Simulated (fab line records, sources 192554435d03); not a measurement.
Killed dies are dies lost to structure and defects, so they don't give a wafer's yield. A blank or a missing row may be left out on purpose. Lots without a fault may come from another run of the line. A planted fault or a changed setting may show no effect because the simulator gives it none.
Split-lot experiment | flow n5_finfet | 7 lots, 21 wafers read, on a route of 1938 steps

THE SPLIT
At N5_HKMG_FIN_CVD_62 (deposits a-Si from Si2H6, target thk 3 nm, time 20.8 s), the setting temp_c was moved away from the recipe's 500 C on 12 of the 21 wafers read, by -2.6% to +2.9%. The other wafers ran this setting at the recipe's value.

The reading is taken at the split's own step.

THE READING
a-Si_of_HKMG_FIN_CVD_62.thk_nm (the simulator's own value, which no gauge read), in nm, at N5_HKMG_FIN_CVD_62 (deposits a-Si from Si2H6, target thk 3 nm, time 20.8 s). The file gives no usual value for it. The 9 wafers here that ran the recipe average 3.0 nm, standard deviation 0.083 nm.

wafer  | tool, chamber at the split | temp_c as run, C | against the recipe | a-Si_of_HKMG_FIN_CVD_62.thk_nm, nm | against lot-mates on the recipe
L074.1 | thermal_cvd_si-01, 0,1     | 500              | recipe             | 3                                  | -
L074.2 | thermal_cvd_si-01, 0,1     | 500              | recipe             | 3                                  | -
L074.5 | thermal_cvd_si-01, 0       | 514.5            | +2.9%              | 4.6                                | +1.6
L075.1 | thermal_cvd_si-02, 0,1     | 500              | recipe             | 3                                  | -
L075.2 | thermal_cvd_si-02, 0,1     | 500              | recipe             | 3                                  | -
L075.3 | thermal_cvd_si-02, 2       | 500              | recipe             | 2.8                                | -
L077.1 | thermal_cvd_si-02, 0,2     | 506.2            | +1.2%              | 3.6                                | +0.6
L077.3 | thermal_cvd_si-02, 0,2     | 506.2            | +1.2%              | 3.6                                | +0.6
L077.5 | thermal_cvd_si-02, 2       | 500              | recipe             | 3                                  | -
L080.1 | thermal_cvd_si-01, 1,2     | 507.9            | +1.6%              | 4                                  | no lot-mate on the recipe
L080.6 | thermal_cvd_si-01, 1,2     | 507.9            | +1.6%              | 4                                  | no lot-mate on the recipe
L080.2 | thermal_cvd_si-01, 0       | 507.9            | +1.6%              | 3.8                                | no lot-mate on the recipe
L088.1 | thermal_cvd_si-01, 0       | 500              | recipe             | 3                                  | -
L088.2 | thermal_cvd_si-01, 1,0     | 491.7            | -1.7%              | 2.4                                | -0.6
L088.4 | thermal_cvd_si-01, 1,0     | 491.7            | -1.7%              | 2.4                                | -0.6
L092.1 | thermal_cvd_si-01, 2       | 487.1            | -2.6%              | 2.2                                | -0.8
L092.2 | thermal_cvd_si-01, 0       | 500              | recipe             | 3                                  | -
L092.3 | thermal_cvd_si-01, 1       | 487.1            | -2.6%              | 2                                  | -1.0
L093.1 | thermal_cvd_si-02, 1       | 514.4            | +2.9%              | 4.4                                | +1.6
L093.2 | thermal_cvd_si-02, 2       | 514.4            | +2.9%              | 4.6                                | +1.8
L093.5 | thermal_cvd_si-02, 2       | 500              | recipe             | 2.8                                | -
Where a row lists several chambers, the file gives one row for several wafers and doesn't say which wafer went through which chamber.

THE FIT
A straight line over all 21 wafers: a-Si_of_HKMG_FIN_CVD_62.thk_nm changes by +0.463 nm for each +1% of temp_c; r = +0.98; the points scatter about the line by 0.16 nm.
The same after taking each lot's own level away (the mean of its wafers on the recipe; 18 wafers): +0.475 nm for each +1%; r = +0.98; scatter 0.16 nm.
On that fit, the largest move of temp_c shifts the reading by 1.4 nm.
The lots' own levels span 2.80 to 3.00 nm, that is 2.4 times the standard deviation above.
So the lot-to-lot level changes the slope little: the two slopes agree.
Check: with one of the wafers moved furthest among these (+2.9%) left out of the fit, the line predicts +1.45 nm for it against its lot-mates. It came out at +1.6 nm against them.

THE FILE'S OWN FIT
a-Si_of_HKMG_FIN_CVD_62.thk_nm changes by +0.492 nm for each +1% of temp_c, r = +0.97.
